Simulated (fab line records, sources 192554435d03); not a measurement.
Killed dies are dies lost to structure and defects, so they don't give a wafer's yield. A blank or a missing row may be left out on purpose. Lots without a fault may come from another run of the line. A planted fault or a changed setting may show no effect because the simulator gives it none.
Split-lot experiment | flow n5_finfet | 7 lots, 21 wafers read, on a route of 1938 steps

THE SPLIT
At N5_HKMG_FIN_HK_ALD_01 (deposits HfO2, target thk 1.6 nm, pulse time 3 s, purge time 3 s), the setting ald_cycles was moved away from the recipe's 30 on 8 of the 21 wafers read, by -13.3% to +10.0%. The other wafers ran this setting at the recipe's value.

FROM THE SPLIT TO THE READING: what the file shows between them, 4 steps
- N5_HKMG_FIN_HK_ANNEAL_02: time 30 s
- N5_HKMG_FIN_ALD_74: deposits La2O3, target thk 0.5 nm, pulse time 6 s, co reactant pulse time 1 s
- N5_HKMG_FIN_WET_ETCH_82: etches La2O3 in dHCl, stops on HfO2, target depth 2 nm, rinse time 30 s
- N5_HKMG_FIN_ALD_36: deposits TiN, target thk 1 nm, pulse time 1 s, purge time 3 s

THE READING
HK_THK, in nm, at N5_HKMG_FIN_THK_MEAS_70 (measures by xrf). Fault-free wafers of this fab line usually give 1.587 nm, standard deviation 0.021 nm.

wafer  | tool, chamber at the split | ald_cycles as run | against the recipe | HK_THK, nm | against lot-mates on the recipe
L076.1 | ald_hk-03, 1,0,1           | 26                | -13.3%             | 1.386      | no lot-mate on the recipe
L076.5 | ald_hk-03, 1,0,1           | 26                | -13.3%             | 1.376      | no lot-mate on the recipe
L076.6 | ald_hk-03, 1,0,1           | 26                | -13.3%             | 1.388      | no lot-mate on the recipe
L077.2 | ald_hk-03, 3,2,0           | 30                | recipe             | 1.600      | -
L077.4 | ald_hk-03, 3,2,0           | 30                | recipe             | 1.574      | -
L077.6 | ald_hk-03, 3,2,0           | 30                | recipe             | 1.600      | -
L079.2 | ald_hk-03, 0,1,2           | 30                | recipe             | 1.579      | -
L079.3 | ald_hk-03, 0,1,2           | 30                | recipe             | 1.642      | -
L079.4 | ald_hk-03, 0,1,2           | 30                | recipe             | 1.576      | -
L085.2 | ald_hk-03, 1               | 30                | recipe             | 1.592      | -
L085.3 | ald_hk-03, 2,3             | 33                | +10.0%             | 1.770      | +0.178
L085.4 | ald_hk-03, 2,3             | 33                | +10.0%             | 1.742      | +0.150
L086.2 | ald_hk-03, 1,2,3           | 30                | recipe             | 1.568      | -
L086.4 | ald_hk-03, 1,2,3           | 30                | recipe             | 1.553      | -
L086.6 | ald_hk-03, 1,2,3           | 30                | recipe             | 1.573      | -
L088.2 | ald_hk-01, 3,1             | 32                | +6.7%              | 1.690      | +0.123
L088.5 | ald_hk-01, 2               | 30                | recipe             | 1.567      | -
L088.6 | ald_hk-01, 3,1             | 32                | +6.7%              | 1.697      | +0.130
L096.1 | ald_hk-01, 2               | 27                | -10.0%             | 1.415      | -0.141
L096.2 | ald_hk-01, 0,3             | 30                | recipe             | 1.537      | -
L096.4 | ald_hk-01, 0,3             | 30                | recipe             | 1.576      | -
Where a row lists several chambers, the file gives one row for several wafers and doesn't say which wafer went through which chamber.

THE FIT
A straight line over all 21 wafers: HK_THK changes by +0.0159 nm for each +1% of ald_cycles; r = +0.98; the points scatter about the line by 0.022 nm.
The same after taking each lot's own level away (the mean of its wafers on the recipe; 18 wafers): +0.0162 nm for each +1%; r = +0.97; scatter 0.019 nm.
On that fit, the largest move of ald_cycles shifts the reading by 0.22 nm.
The lots' own levels span 1.5565 to 1.5990 nm, that is 2.0 times the standard deviation above.
So the lot-to-lot level changes the slope little: the two slopes agree.
Check: with one of the wafers moved furthest among these (+10.0%) left out of the fit, the line predicts +0.161 nm for it against its lot-mates. It came out at +0.178 nm against them.

THE FILE'S OWN FIT
HK_THK changes by +0.0159 nm for each +1% of ald_cycles, r = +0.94.
